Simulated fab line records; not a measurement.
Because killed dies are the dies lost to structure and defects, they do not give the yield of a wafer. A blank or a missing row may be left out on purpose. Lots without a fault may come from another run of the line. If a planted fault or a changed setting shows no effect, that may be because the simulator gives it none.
fab line records    flow n5-finfet
[record] lots = 4  wafers = 12  last-day = 16
route steps=1938 shown BEOL_M8@1364 BEOL_M9@1401 PASSIVATION@1936
lots that met no fault: from a run of the same line without faults
start-h: hours from the record's first day to the start of the lot's first wafer shown    wait-h: hours since the lot's step before    " unchanged from the row above    L1.1+2: one row covering several wafers at once    - no value present, or no start provided    * or withheld: withheld    < > ~ a bound
route shown NAME@n: a module of which the file shows steps, and the number in the route of the first    usual: the fault-free wafers' mean and standard deviation    same: alike in all rows    chamber/n: place in a boat    sites: each site's reading    _std_site: standard deviation across them    _edge_site: inner sites' mean taken away from outer sites' mean    radius-mm: for every site, how far away it sits from the centre of the wafer    mask NAME#n: copy n    behind: the last tool/chamber to shape the wafer    hold: why the lot was held/for how many hours/how that ended    device: the transistor (n, p or np) that didn't switch    end of line: the tests these same wafers got at the end of their route    a step given without rows: its recipe and nothing more    killed: at the first sort, the dies lost to defects and structure; wafer yield is something else    map: dies across one wafer; x = killed, . = not, _ = none there
set.NAME: the run value of the setting; set.NAME@STEP: its run value at that earlier step    model.NAME: the simulator's own value behind a step, which no gauge read
lots at selected steps of the route; one table per step, one row per wafer
[[steps]]
[step N5_BEOL_M8_DEVELOP_27]
[recipe] develop-time-s = 30  developer = TMAH  resist = CAR-EUV  rinse-liquid = surfactant-rinse  dry = air-spin  dev-temp-c = 23
[step N5_BEOL_M8_DESCUM_33]
[recipe] chemistry = O2  time-s = 7  source-power-w = 50  bias-power-w = 20  pressure-mtorr = 20  rf-frequency-hz = 2.712e+07  temp-c = 40  resist = CAR-EUV  o2-flow-sccm = 225
[step N5_BEOL_M8_ETCH_72]
[recipe] chemistry = N2/H2  target = underlayer  target-depth-a = 65  mask-material = CAR-EUV  time-s = 5.2  ion-energy-ev = 200  pressure-mtorr = 30  source-w = 840  bias-w = 150  n2-flow-sccm = 200  h2-flow-sccm = 200  ends = cleared
[step N5_BEOL_M8_ETCH_65]
[recipe] chemistry = CF4  target = SiARC  target-depth-a = 156  mask-material = CAR-EUV  time-s = 26  ion-energy-ev = 80  pressure-mtorr = 40  source-w = 545  bias-w = 36  Ar_flow_sccm = 100  cf4-flow-sccm = 100  ends = cleared
[step N5_BEOL_M8_ETCH_66]
[recipe] chemistry = N2/H2  target = SOC  target-depth-a = 800  overetch-a = 160  mask-material = SiARC  temp-c = 40  time-s = 120  ion-energy-ev = 200  pressure-mtorr = 30  source-w = 840  bias-w = 150  n2-flow-sccm = 200  h2-flow-sccm = 200
[step N5_BEOL_M8_STRIP_69]
[recipe] chemistry = N2/H2  temp-c = 40  n2-flow-sccm = 200  h2-flow-sccm = 200  rf-frequency-hz = 6e+07
[step N5_BEOL_M8_STRIP_73]
[recipe] chemistry = N2/H2  temp-c = 40  n2-flow-sccm = 200  h2-flow-sccm = 200  rf-frequency-hz = 6e+07
[step N5_BEOL_M8_VIA_ETCH_34]
[recipe] chemistry = C4F6/O2  target = SiCOH_lowk  target-depth-a = 1255  mask-material = SOC  taper-deg = 4  time-s = 50.5  ion-energy-ev = 250  pressure-mtorr = 30  source-w = 345  bias-w = 185  Ar_flow_sccm = 300  C4F6_flow_sccm = 10  O2_flow_sccm = 10
[step N5_BEOL_M8_STRIP_76]
[recipe] chemistry = C4F6/O2  resist = SiARC  rf-frequency-hz = 6e+07
[step N5_BEOL_M8_STRIP_36]
[recipe] chemistry = N2/H2  power-w = 450  temp-c = 40  pressure-mtorr = 20  rf-frequency-hz = 6e+07  overash-fraction = 0.3  bias-power-w = 7  h2-frac = 0.5  n2-flow-sccm = 200  h2-flow-sccm = 200
[usual] drypump-motor-current-A = 5.7/0.42  oes-product-au = 0.82/0.074  rf-vpp-V = 59.4/1.3  showerhead-plenum-p-Torr = 2.54/0.083  throttle-valve-pct = 23.47/0.27
[same] overash-fraction = 0.3
lot.wafer  tool         chamber  start-h  wait-h  drypump-motor-current-A  oes-product-au  rf-hours-counter-h  rf-vpp-V  showerhead-plenum-p-Torr  throttle-valve-pct
L297.1     rie-diel-02  3        222.45   0.0     5.7                      0.88            31                  61.9      2.59                      23.42
L297.4     "            1        "        "       5.3                      0.82            71                  59.8      2.58                      23.53
L297.5     "            1        "        "       5.3                      0.85            -                   60.6      2.58                      23.56
L299.2     rie-diel-02  3        243.12   0.0     5.7                      0.88            38                  59.4      2.58                      23.44
L299.3     "            1        "        "       5.2                      0.84            77                  60.2      2.58                      23.57
L299.6     "            3        "        "       5.7                      0.88            -                   57.6      2.58                      23.43
L305.2     rie-diel-02  3        296.65   0.0     5.7                      0.87            54                  60.9      2.58                      23.45
L305.5     "            2        "        "       6.2                      0.79            -                   56.9      2.65                      23.33
L305.6     "            1        "        "       5.2                      0.81            -                   59.9      2.57                      23.55
L309.2     rie-diel-02  1        313.91   0.0     5.3                      0.81            99                  58.0      2.57                      23.60
L309.4     "            0        "        "       5.8                      0.69            235                 57.6      2.39                      23.55
L309.6     "            0        "        "       5.8                      0.70            -                   60.3      2.39                      23.57
[step N5_BEOL_M8_TRENCH_ETCH_37]
[recipe] chemistry = C4F6/O2  target-depth-a = 934.78  target = SiCOH_lowk  time-s = 31.2  ion-energy-ev = 250  pressure-mtorr = 30  source-w = 345  bias-w = 185  Ar_flow_sccm = 300  C4F6_flow_sccm = 10  O2_flow_sccm = 10
[step N5_BEOL_M8_ETCH_41]
[recipe] chemistry = CH3F/O2  target = SiCN  target-depth-a = 319  taper-deg = 2  time-s = 57.8  ion-energy-ev = 120  mask-material = TiN  pressure-mtorr = 30  source-w = 395  bias-w = 75  Ar_flow_sccm = 150  CH3F_flow_sccm = 30  O2_flow_sccm = 20
[step N5_BEOL_M8_STRIP_80]
[recipe] chemistry = N2/H2  time-s = 10  power-w = 450  temp-c = 40  pressure-mtorr = 20  rf-frequency-hz = 6e+07  bias-power-w = 7  n2-flow-sccm = 200  h2-flow-sccm = 200
[step N5_BEOL_M8_HM_STRIP_39]
[recipe] chemistry = peroxide-tin-strip  material = TiN  target-depth-a = 250  temp-c = 50  time-s = 158
[step N5_BEOL_M8_SRD_40]
[recipe] time-s = 30  temp-c = 23  rinse-liquid = diw  dry = ipa-marangoni
[step N5_BEOL_M8_PRECLEAN_42]
[recipe] chemistry = residue-remover  time-s = 60  temp-c = 40
[step N5_BEOL_M8_SRD_43]
[recipe] time-s = 30  temp-c = 23  rinse-liquid = diw  dry = ipa-marangoni
[step N5_BEOL_M8_CURE_75]
[recipe] temp-c = 370  time-s = 120  ambient = DMADMS/He  material = SiCOH_lowk
[step N5_BEOL_M8_DEGAS_44]
[recipe] ambient = vacuum  temp-c = 250  time-s = 60
[step N5_BEOL_M8_PRE_CLEAN_45]
[recipe] gas = H2/He  time-s = 30  temp-c = 250
[step N5_BEOL_M8_ALD_77]
[recipe] material = TaN  target-thk-a = 20  temp-c = 275  ald-precursor-family = PDMAT  ald-co-reactant = NH3  pressure-torr = 3  carrier-flow-sccm = 1500  pulse-time-s = 2  purge-time-s = 3  co-reactant-purge-time-s = 2  co-reactant-pulse-time-s = 3  ald-cycles = 40  precursor-vessel-temp-c = 75  precursor-vessel-pressure-torr = 26.25  precursor-vessel-carrier-sccm = 1000
[step N5_BEOL_M8_SURFACE_TREAT_79]
[recipe] gas = Ar  time-s = *  ion-energy-ev = *  ion-current-ma-cm2 = 0.5  pressure-mtorr = *  ar-flow-sccm = 30
[step N5_BEOL_M8_CVD_78]
[recipe] material = Co  target-thk-a = 20  temp-c = withheld  precursor = CCTBA/H2  pressure-torr = 30  time-s = 142.3
[step N5_BEOL_M8_SPUTTER_48]
[recipe] material = Cu  target-thk-a = 100  temp-c = -20  bias-v = 60  power-w = 26000  chamber-pressure-pa = 0.13  time-s = 1.667
[step N5_BEOL_M8_ECD_50]
[recipe] material = Cu  target-thk-a = 3000
[step N5_BEOL_M8_ANNEAL_51]
[recipe] temp-c = 225  time-s = 90  ambient = N2
[step N5_BEOL_M8_CMP_52]
[recipe] stop-on = SiCOH_lowk  t-overpolish-s = 6.9  down-force-psi = 1  platen-rpm = 50  clearing-platen-down-force-psi = 1.5  clearing-platen-rpm = 50  post-cmp-clean = cu-alkaline  target-thk-nm = 80  clearing-platen-pad-velocity-m-s = 0.99484  pad-velocity-m-s = 0.99484
[step N5_BEOL_M8_PRE_CLEAN_55]
[recipe] gas = NH3  time-s = 15  temp-c = withheld  rf-power-w = 300
[step N5_BEOL_M8_DEP_56]
[recipe] material = SiCN  target-thk-a = 100  temp-c = withheld  precursor = 3MS/NH3  pressure-torr = 3  rf-w = 202  time-s = 17.5
[step N5_BEOL_M9_ILD_DEP_00]
[recipe] material = SiCOH_lowk  target-thk-a = 3085.1  temp-c = 300  precursor = DEMS/porogen  pressure-torr = 5  rf-w = 500  time-s = 58
[step N5_BEOL_M9_CURE_71]
[recipe] temp-c = 385  time-s = 240  ambient = He/Ar  material = SiCOH_lowk
[step N5_BEOL_M9_PECVD_70]
[recipe] material = SiO2  target-thk-a = 200  temp-c = 400  precursor = TEOS/O2  pressure-torr = 5.5  rf-w = 450  teos-flow-sccm = 53.8  gas = O2  flow-sccm = 3000  time-s = 22.7
[step N5_BEOL_M9_HM_DEP_02]
[recipe] material = TiN  target-thk-a = 200  temp-c = 25  chamber-pressure-pa = 0.49996
[step N5_PASSIVATION_PROBE_49]
[usual] defect-limited-yield = 91.3/1.7  killed_at_M0_to_M3 = 33/11  killed_at_M4_up = 14/5.5  killed-at-contacts = 13/6.5  killed-at-front-end = 39/13  killed-at-other = 3.4/2.9  killed-dies = 103/20  killed-on-rim = 14/4.3  killed-open = 69/15  killed-short = 32/8.1  sort_bin_5_function = 5.1/1.1  sort_bin_6_memory = 3.3/0.74  sort-n-pass = 1077/20  sort-yield-pct = 91.3/1.7
[same] gross-dies = 1180  killed-at-back-side = 0  sort_bin_4_leakage[%] = 0  sort_bin_8_speed[%] = 0
lot.wafer  tool       chamber  start-h  wait-h  defect-limited-yield[%]  killed_at_M0_to_M3  killed_at_M4_up  killed-at-contacts  killed-at-front-end  killed-at-other  killed-dies  killed-on-rim  killed-open  killed-short  sort_bin_5_function[%]  sort_bin_6_memory[%]  sort-n-pass  sort-yield-pct[%]
L305.6     prober-02  -        362.99   0.3     81.9                     46                  119              30                  17                   2                214          35             63           37            10.3                    4.3                   966          81.9
L309.2     prober-01  -        391.85   0.1     81.4                     44                  133              12                  31                   0                220          32             65           34            11.9                    4.0                   960          81.4
// killed by level:class
L305.6 BEOL_M8:unspecified=114 MOL_CONTACT_COAG:geometric-particle:open=20 BEOL_M2:geometric-particle:open=11 MOL_CONTACT_COAG:geometric-particle:short=10 BEOL_M0_SAQP:geometric-particle:short=9 BEOL_M0_SAQP:geometric-particle:open=8 BEOL_M1:geometric-particle:open=8 STI_FIN_REVEAL:geometric-particle:open=5
L309.2 BEOL_M8:unspecified=121 BEOL_M0_SAQP:geometric-particle:open=16 BEOL_M0_SAQP:geometric-particle:short=11 MOL_CONTACT_COAG:geometric-particle:open=9 FIN_SAQP:geometric-particle:open=8 FIN_SAQP:geometric-particle:short=7 BEOL_M2:geometric-particle:open=6 BEOL_M1:geometric-particle:open=5
// map L305.6 (x killed, . not)
_________________......x....x________________
______________......x..........._____________
___________.........x..............__________
__________....x.x........x.x........_________
________........x............x........_______
_______....x...x....x.........x.....x..______
______......x.............x............._____
_____...........x..........x.........x..x____
____.x.........................xx.....x.x.___
___......x..............x......x.x........x__
___...x......................x.......x.....__
__...x..........x.........x...x..........x.._
__.......xx.......x..........x......x...x..._
_..........................................x.
_..x......................................x..
_......x.............x.....x...............xx
_....x........x...........x.................x
_.x...x..x................x.............x....
_......................................x.....
_......................xx..x..........x.x.x..
_..........x...x.............................
__x...x.............x.............x........._
__.....................x............x.x....._
___xx......................................__
___x.......x..xx......x........x...........__
____........x........xxxxxxx..............___
_____x.x............xx.xxxxxxxx.xx..x....____
______.........x...xxxxxxxxxxx.x.......x_____
_______x..........xxxxxxxxxxxxxxx......______
________..xx....x..xxxxxxxxxxxxx..x..._______
__________.......xxxxxxxxxxxxxxx...._________
___________......xxxxxxxxxxxxxxx.xx__________
______________....xxxxxxxxxxxxxx_____________
_________________xxxxxxxxxxxx________________
// map L309.2 (x killed, . not)
_________________............________________
______________.................._____________
___________.......xx...............__________
__________........................x._________
________.x........x...x......x......x._______
_______.....x........x..x...x..........______
______..............x.x.x...x......x...._____
_____x...................................____
____....x........................x......x.___
___............x...........x.............x.__
___.......x.................x..............__
__........x....x........................x..._
__...x.....x...x....x....x........x........._
_..........................x..........xx.....
_x...xx.................................x....
_x.....................x........x.x..x.......
_x.x..x.x........x.x...x...........x.........
_......x....x...x....x.......................
_...................x......x.................
_..xx...........x...x.xx......x..............
_.....x...................x................x.
__.....x......x...........................xx_
__.x..........xx....x......................._
___......................x.x.........x...x.__
___x...................x...x...............__
____..............x.x..xx.xxx..xxx.x......___
_____........x.....x.xxxxxxx.xxx.xx......____
______x....x......xx.xxxxxxxxxxx..x....._____
_______.x..x......xxxxxxxxxxxxxx..x....______
________....x...xxxxxxxxxxxxxxxxxx...._______
__________x.x.....xxxxxxxxxxxxxxx..._________
___________......xxxxxxxxxxxxxx.x..__________
______________...xxxxxxxxxxxxxxx_____________
_________________x..xxxxxxxxx________________
[[key]]
[first-sign] step = N5_PASSIVATION_PROBE_49  reading = killed_at_M4_up  direction = up  sigmas = 20  usual = 14  struck = 126
[effect] step = N5_PASSIVATION_PROBE_49  reading = defect-limited-yield  direction = down  sigmas = 5.6  usual = 91.3  struck = 81.6
[more-kills-born-at] N5_BEOL_M8_STRIP_36@rie-diel-02 = 235
met-at N5_BEOL_M8_STRIP_36
struck-wafers L305.6,L309.2
onset-between 243.12 296.65
[fault] kind = chamber-particle-source  tool = rie-diel-02  chamber = 1  onset-h = 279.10  steps = N5_BEOL_M8_STRIP_36  rate-per-visit-cm2 = 1.7253  end-h = 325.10
